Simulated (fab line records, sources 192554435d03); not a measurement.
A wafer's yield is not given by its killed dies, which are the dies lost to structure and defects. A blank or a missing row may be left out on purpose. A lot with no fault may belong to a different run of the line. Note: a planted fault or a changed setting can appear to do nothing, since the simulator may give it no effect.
The same fault as seen by 2 desks    flow n5 finfet    only its own numbers are on each desk; what lay behind them is given at the end

== TOOL OWNER'S DESK, ald metal-01 ==
The tool's own readings at N5_BEOL_M8_ALD_77 (deposits TaN, target thk 2 nm, pulse time 2 s, purge time 3 s): means of the sampled wafers that have a number, for each lot that ran on this tool. The brackets show how far a lot's mean lies from the usual mean; more than 4 standard deviations puts the lot out of limits, marked OUT.
Columns: A = heater power outer w at N5_BEOL_M8_ALD_77, usual 247 W; B = heater power w at N5_BEOL_M8_ALD_77, usual 438 W; C = precursor vessel temp c at N5_BEOL_M8_ALD_77, usual 75.02 C
lot   first seen here  A    B    C
L784  day 11 13:12     265  461  74.99
L786  day 11 22:44     236  435  75.01
L797  day 14 13:47     256  467  75.05
L796  day 14 14:13     277  509  75.21
L801  day 15 16:18     231  442  75.11
L802  day 15 18:58     261  433  75.04
This desk's finding: nothing out of limits on any of the 6 lots.

== AT THE METROLOGY DESK ==
What the gauges read, lot by lot, whatever tool the lot ran on: means of the sampled wafers that have a number. The brackets show how far a lot's mean lies from the usual mean; more than 4 standard deviations puts the lot out of limits, marked OUT. Readings shown: 7 of its 26, picked as those furthest out on some lot.
Columns: A = cd nm at N5_BEOL_M8_CD_MEAS_35, usual 40.0 nm; B = COMB_M11 at N5_BEOL_M15_RC_MEAS_101, usual 1.5e-11 S/m; C = COMB_M14 at N5_BEOL_M15_RC_MEAS_101, usual 4.3e-12 S/m; D = COMB_M15 at N5_BEOL_M15_RC_MEAS_101, usual 3.1e-12 S/m; E = COMB_M5 at N5_BEOL_M15_RC_MEAS_101, usual 3.7e-11 S/m; F = SERP_M8 at N5_BEOL_M15_RC_MEAS_101, usual 13.8 ohm/um; G = SERP_M8_max_site at N5_BEOL_M15_RC_MEAS_101, usual 14.4 ohm/um
lot   first seen here  A     B        C        D        E        F     G
L784  day 11 11:00     39.9  1.6e-11  4.2e-12  3.9e-12  3.2e-11  14.5  15.0
L786  day 11 21:59     39.9  1.5e-11  4.1e-12  3.2e-12  4.9e-11  14.5  15.2
L791  day 13 09:11     40.5  1.5e-11  3.1e-12  2.5e-12  3.0e-11  13.8  14.3
L797  day 14 13:12     40.3  1.5e-11  3.8e-12  2.2e-12  3.2e-11  13.8  14.7
L796  day 14 13:22     40.4  1.3e-11  4.1e-12  3.5e-12  4.5e-11  13.7  14.4
L800  day 15 11:16     41.1  2.0e-11  4.0e-12  3.0e-12  3.4e-11  13.2  13.6
L801  day 15 15:39     40.1  1.2e-11  5.3e-12  2.8e-12  3.1e-11  13.6  14.5
L802  day 15 18:07     40.1  1.9e-11  4.4e-12  2.6e-12  3.3e-11  13.3  14.0
This desk's finding: nothing out of limits on any of the 8 lots.

== PUT TOGETHER ==
Nothing out of limits was seen by the tool owner's desk.
From the metrology desk's view, nothing was out of limits.

== WHAT THE SIMULATOR PUT IN ==
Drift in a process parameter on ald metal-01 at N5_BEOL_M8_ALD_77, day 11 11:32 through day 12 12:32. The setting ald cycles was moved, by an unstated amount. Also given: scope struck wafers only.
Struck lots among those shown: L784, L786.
